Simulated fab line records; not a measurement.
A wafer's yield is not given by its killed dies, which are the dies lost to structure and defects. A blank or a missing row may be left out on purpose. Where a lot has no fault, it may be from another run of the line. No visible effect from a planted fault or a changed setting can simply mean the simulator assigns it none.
Chamber matching || flow n5_finfet || uv_cure-03 running N5_BEOL_M5_CURE_80: 3 sister chambers
The step cures SiCOH lowk, time 120 s. 16 wafers are shown with their chamber, then 8 later ones without.

## WAFERS PAIRED WITH THEIR CHAMBERS
{"wafer": "L077.3", "chamber": 1, "wafer_temp_C_max": 371.2, "lamp_power_pct (%)": 52.20}
{"wafer": "L077.4", "chamber": 1, "wafer_temp_C_max": 371.4, "lamp_power_pct (%)": 52.44}
{"wafer": "L077.5", "chamber": 1, "wafer_temp_C_max": 371.8, "lamp_power_pct (%)": 52.37}
{"wafer": "L084.4", "chamber": 2, "wafer_temp_C_max": 372.1, "lamp_power_pct (%)": 52.37}
{"wafer": "L084.5", "chamber": 2, "wafer_temp_C_max": 373.8, "lamp_power_pct (%)": 52.41}
{"wafer": "L084.6", "chamber": 2, "wafer_temp_C_max": 372.6, "lamp_power_pct (%)": 52.37}
{"wafer": "L085.3", "chamber": 2, "wafer_temp_C_max": 373.5, "lamp_power_pct (%)": 52.28}
{"wafer": "L085.4", "chamber": 2, "wafer_temp_C_max": 374.2, "lamp_power_pct (%)": 52.33}
{"wafer": "L085.5", "chamber": 2, "wafer_temp_C_max": 372.1, "lamp_power_pct (%)": 52.34}
{"wafer": "L088.1", "chamber": 0, "wafer_temp_C_max": 371.0, "lamp_power_pct (%)": 52.32}
{"wafer": "L088.3", "chamber": 0, "wafer_temp_C_max": 371.2, "lamp_power_pct (%)": 52.39}
{"wafer": "L088.4", "chamber": 0, "wafer_temp_C_max": 371.2, "lamp_power_pct (%)": 52.34}
{"wafer": "L089.1", "chamber": 1, "wafer_temp_C_max": 370.8, "lamp_power_pct (%)": 52.27}
{"wafer": "L089.2", "chamber": 1, "wafer_temp_C_max": 371.3, "lamp_power_pct (%)": 52.34}
{"wafer": "L089.6", "chamber": 1, "wafer_temp_C_max": 371.2, "lamp_power_pct (%)": 52.32}
{"wafer": "L091.4", "chamber": 2, "wafer_temp_C_max": 372.6, "lamp_power_pct (%)": 52.39}

SIGNATURES, as means of the wafers listed above
{"reading": "wafer_temp_C_max", "chamber 0": 371.133, "chamber 1": 371.283, "chamber 2": 372.986, "scatter within a chamber": 0.609}
{"reading": "lamp_power_pct", "chamber 0": 52.3500, "chamber 1": 52.3233, "chamber 2": 52.3557, "scatter within a chamber": 0.0607}
Rule: a wafer's distance from a chamber is the root of the sum, over the readings, of the square of ((its reading less the chamber's mean) divided by the reading's scatter). The wafer belongs to the nearest chamber; if the next one is less than 2 further off, it can't be placed. The scatter: take each reading less its chamber's mean, square it, sum over the shown wafers, divide by the number of wafers less the number of chambers, and take the root.

## WAFERS WITHOUT THEIR CHAMBER
{"wafer": "L091.5", "wafer_temp_C_max": 373.0, "lamp_power_pct (%)": 52.30}
{"wafer": "L091.6", "wafer_temp_C_max": 373.6, "lamp_power_pct (%)": 52.37}
{"wafer": "L093.1", "wafer_temp_C_max": 372.7, "lamp_power_pct (%)": 52.25}
{"wafer": "L093.2", "wafer_temp_C_max": 372.0, "lamp_power_pct (%)": 52.38}
{"wafer": "L093.5", "wafer_temp_C_max": 372.7, "lamp_power_pct (%)": 52.34}
{"wafer": "L094.1", "wafer_temp_C_max": 371.4, "lamp_power_pct (%)": 52.25}
{"wafer": "L094.3", "wafer_temp_C_max": 371.7, "lamp_power_pct (%)": 52.25}
{"wafer": "L094.5", "wafer_temp_C_max": 371.3, "lamp_power_pct (%)": 52.34}

## WHICH CHAMBER EACH WENT THROUGH
{"wafer": "L091.5", "from the rows above": "can't be placed: 2 or 1", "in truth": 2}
{"wafer": "L091.6", "from the rows above": 2, "in truth": 2}
{"wafer": "L093.1", "from the rows above": "can't be placed: 2 or 1 or 0", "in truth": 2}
{"wafer": "L093.2", "from the rows above": "can't be placed: 1 or 0 or 2", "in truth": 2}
{"wafer": "L093.5", "from the rows above": "can't be placed: 2 or 1", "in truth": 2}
{"wafer": "L094.1", "from the rows above": "can't be placed: 1 or 0 or 2", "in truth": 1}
{"wafer": "L094.3", "from the rows above": "can't be placed: 1 or 0 or 2", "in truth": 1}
{"wafer": "L094.5", "from the rows above": "can't be placed: 1 or 0", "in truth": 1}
1 of 8 placed correctly. Can't be placed from these rows: 7 (the true chamber is among the candidates in 7). 0 placed wrongly.
